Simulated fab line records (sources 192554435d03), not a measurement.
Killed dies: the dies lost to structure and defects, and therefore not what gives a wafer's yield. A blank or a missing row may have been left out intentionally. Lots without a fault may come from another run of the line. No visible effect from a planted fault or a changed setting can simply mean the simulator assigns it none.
8D (eight disciplines) problem report, filled in by code :: flow n5 finfet :: the parts of the form that need people (team, actions taken, sign-off) are left out

1. THE PROBLEM
Mean of susceptor temp C at N5_DUMMY_GATE_CVD_03: 554.36 C across 6 wafers in 2 lots; on wafers with no fault it is 529.99 C (standard deviation 0.17). That is +99 or more standard deviations from the usual mean.
The step: deposits a-Si from SiH4, target thk 150 nm, time 8042 s.
First observed at day 5 09:19: wafer L624.1, on lpcvd-02. The record has a number at this step for 27 wafers belonging to 10 lots. By rule, "out" or "out of limits" means more than 4 standard deviations away from the usual mean. The rest of the wafers with a number are treated as sound.

2. WHAT IT IS AND WHAT IT IS NOT
question: which readings at this step
is: susceptor temp C, spike tc bottom C, spike tc centre C, spike tc lower C, spike tc top C, spike tc upper C
is not: -

question: which lots
is: L624, L627
is not: L614, L615, L628, L629, L631, L632, L633, L635

question: which wafers of those lots
is: all that have a number
is not: -

question: read on which tools
is: lpcvd-02
is not: lpcvd-01

question: when
is: from day 5 09:19
is not: up to then (6 sound wafers); but 15 sound wafers of L628, L629, L631, L632, L633, L635 came after

3. THE SUSPECTS, EACH WITH WHAT RULES IT OUT
Counting: any tool at a process step up to the reading is kept as a suspect provided that every lot that is out went through it and no sound lot did after the first of them.
- lpcvd-02 at N5_DUMMY_GATE_CVD_03 (deposits a-Si from SiH4, target thk 150 nm, time 8042 s): kept. It ran every lot that is out, first L624 (day 5 09:19), and no sound lot after that. On those wafers its own readings are out: spike tc bottom C, spike tc centre C, spike tc lower C, spike tc top C, spike tc upper C, susceptor temp C.
Left after counting: lpcvd-02 at N5_DUMMY_GATE_CVD_03.

4. THE CAUSE (what the simulator had put in)
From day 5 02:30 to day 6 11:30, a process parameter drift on lpcvd-02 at N5_DUMMY_GATE_CVD_03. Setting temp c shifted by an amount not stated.
Only this tool survived the counting.

5. THE EFFECT CHAIN, in route order
Each row: a reading where the mean over the struck wafers with a number is more than 3 standard deviations away from the usual. Scope: only readings with a usual standard deviation given in the record; hours: median across lots of the time from each lot's start at the first step in this table that gives one to its start at this step; sigmas: change in usual standard deviations.
hours: 0
step: N5_DUMMY_GATE_CVD_03
reading: spike tc bottom C
usual: 553.4 C
on struck wafers: 575.2
change: +21.8
sigmas: +8.7

hours: 0
step: N5_DUMMY_GATE_CVD_03
reading: spike tc centre C
usual: 529.9 C
on struck wafers: 554.5
change: +24.6
sigmas: +19

hours: 0
step: N5_DUMMY_GATE_CVD_03
reading: spike tc lower C
usual: 530.8 C
on struck wafers: 555.5
change: +24.7
sigmas: +15

hours: 0
step: N5_DUMMY_GATE_CVD_03
reading: spike tc top C
usual: 552.0 C
on struck wafers: 574.9
change: +22.9
sigmas: +36

hours: 0
step: N5_DUMMY_GATE_CVD_03
reading: spike tc upper C
usual: 528.8 C
on struck wafers: 554.2
change: +25.4
sigmas: +20

hours: 0
step: N5_DUMMY_GATE_CVD_03
reading: susceptor temp C
usual: 529.99 C
on struck wafers: 554.36
change: +24.37
sigmas: +99 or more

hours: 4
step: N5_DUMMY_GATE_CMP_04
reading: time to endpoint s
usual: 14.0 s
on struck wafers: 39.6
change: +25.6
sigmas: +11
Its process steps:
- N5_DUMMY_GATE_CVD_03: deposits a-Si from SiH4, target thk 150 nm, time 8042 s.
- N5_DUMMY_GATE_CMP_04: polishes a-Si.

6. WHAT WOULD HAVE CAUGHT IT SOONER
First out-of-limits reading in this record: day 5 09:19, which is 7 hours after fault onset at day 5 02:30.
